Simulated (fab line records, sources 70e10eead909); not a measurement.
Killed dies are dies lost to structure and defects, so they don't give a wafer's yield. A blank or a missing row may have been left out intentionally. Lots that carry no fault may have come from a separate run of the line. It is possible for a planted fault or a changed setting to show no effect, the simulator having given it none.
Commonality check across tools	flow nand-harc	6 wafers sampled across 2 lots

== WHY IT WAS OPENED ==
Flagged at NHARC_END_SORT_01: reading killed-at-array, on 2 of 2 lots. Fault-free wafers read 54, with a standard deviation of 12.
Rule: flag the lot when none of its wafers has a number, or when each of its wafers that has one lies beyond 4 standard deviations from that mean. The other lots count as sound.

lot	measured	on	killed-at-array, wafer by wafer	flag
L798	day 29 08:14	prober-02	112 131 118	FLAGGED
L797	day 29 08:16	prober-01	153 169 152	FLAGGED
On average the flagged lots' numbers are 139, which is +85 against the usual, or +7 standard deviations.

== TOOL THAT RAN EACH LOT ==
Before the reading, the record contains 3 process steps out of a 1302-step route. Cell contents, in order: the tool; ch with the chambers the sampled wafers went through; the start.
lot	flag	NHARC_A_ONON_D1_DEP_19	NHARC_THIN_TSV_CMP_01	NHARC_THIN_TSV_PVD_19
L798	FLAGGED	pecvd-onon-04 ch 0, day 13 10:21	cmp-03 ch 0,3, day 28 14:16	pvd-sputter-03, day 29 08:14 or earlier
L797	FLAGGED	pecvd-onon-04 ch 0, day 13 02:30	cmp-02 ch 1,2,3, day 28 15:31	pvd-sputter-01, day 29 08:16 or earlier
These steps, and what they do:
- NHARC_A_ONON_D1_DEP_19: target thk 1000 nm.
- NHARC_THIN_TSV_CMP_01: polishes.
- NHARC_THIN_TSV_PVD_19: deposits TaN, target thk 20 nm.
- NHARC_END_SORT_01

== FLAGGED OVER TOTAL, TOOL BY TOOL (the gauges that took the reading come last) ==
step	tool	lots run	flagged	share of the flagged lots	sound lots run after its first flagged lot
NHARC_A_ONON_D1_DEP_19	pecvd-onon-04	2	2	all	0
NHARC_THIN_TSV_CMP_01	cmp-02	1	1	some	0
NHARC_THIN_TSV_CMP_01	cmp-03	1	1	some	0
NHARC_THIN_TSV_PVD_19	pvd-sputter-01	1	1	some	0
NHARC_THIN_TSV_PVD_19	pvd-sputter-03	1	1	some	0
NHARC_END_SORT_01	prober-01	1	1	some	0
NHARC_END_SORT_01	prober-02	1	1	some	0
Because NHARC_THIN_TSV_PVD_19 lacks a start for some lots, the hours and order of its lots are taken from NHARC_END_SORT_01.

== WHAT THE TABLE ALLOWS ==
All flagged lots share 1 row of the table, namely pecvd-onon-04 at NHARC_A_ONON_D1_DEP_19.
- pecvd-onon-04 at NHARC_A_ONON_D1_DEP_19 ran 2 lots, 2 of them flagged. In this sample it ran no sound lot ahead of its first flagged lot, so there is no way to narrow down the start.
pecvd-onon-04 at NHARC_A_ONON_D1_DEP_19 is the single tool remaining.

== WHAT THE SIMULATOR HAD INSERTED ==
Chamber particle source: pecvd-onon-04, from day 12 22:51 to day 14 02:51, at NHARC_A_ONON_D1_DEP_19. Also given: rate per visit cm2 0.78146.
Shown lots that were struck: L798, L797. The rule above reached the same finding.
